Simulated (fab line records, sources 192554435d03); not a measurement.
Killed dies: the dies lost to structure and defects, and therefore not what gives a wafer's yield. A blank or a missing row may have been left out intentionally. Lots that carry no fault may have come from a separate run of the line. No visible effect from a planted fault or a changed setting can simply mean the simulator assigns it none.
The tool behind it: which one? | flow n5_finfet | route of 1938 steps, sampled at 1 step: 12 lots, 36 wafers

== WHAT THE GAUGES READ, wafer by wafer ==
N5_GATE_CUT_INSPECT_26: inspects for defects (darkfield).
lot  | measured     | on                | raw_defect_count
L075 | day 5 02:22  | defect_inspect-02 | 63 58 42
L077 | day 5 08:47  | defect_inspect-02 | 44 51 22
L079 | day 5 21:10  | defect_inspect-02 | 26 19 24
L081 | day 6 10:19  | defect_inspect-02 | 59 47 30
L083 | day 6 21:23  | defect_inspect-01 | 21 34 32
L085 | day 7 06:35  | defect_inspect-02 | 34 33 46
L087 | day 7 22:32  | defect_inspect-01 | 30 15 53
L089 | day 8 12:25  | defect_inspect-02 | 28 30 34
L091 | day 8 23:28  | defect_inspect-01 | 25 23 51
L093 | day 9 12:10  | defect_inspect-02 | 31 32 55
L095 | day 9 19:48  | defect_inspect-01 | 41 40 48
L097 | day 10 10:47 | defect_inspect-02 | 37 28 18

== TOOL THAT RAN EACH LOT (tool first, then ch and the chambers of the sampled wafers, then the start) ==
The record shows no process step preceding these readings.

== THE ANSWER, worked out from the rows above alone ==
Rule: usual is defined by the lots themselves. The widest of any qualifying gaps counts: lots, ordered by their means at a reading, are off when they make up no more than a third of the lots, leave a main group of 4 or more, and stand apart from it by 3 or more times the standard deviation of that group's means. If all means in a main group match to the digits the tables above print for the reading, that group is not used. Also off: a lot with no number at a reading for which 4 or more lots have one. Where the step has rows for the other lots, those lots are counted as sound.
Nothing can be told from this: no lot is off at any reading shown.

== WHAT THE SIMULATOR HAD PUT IN ==
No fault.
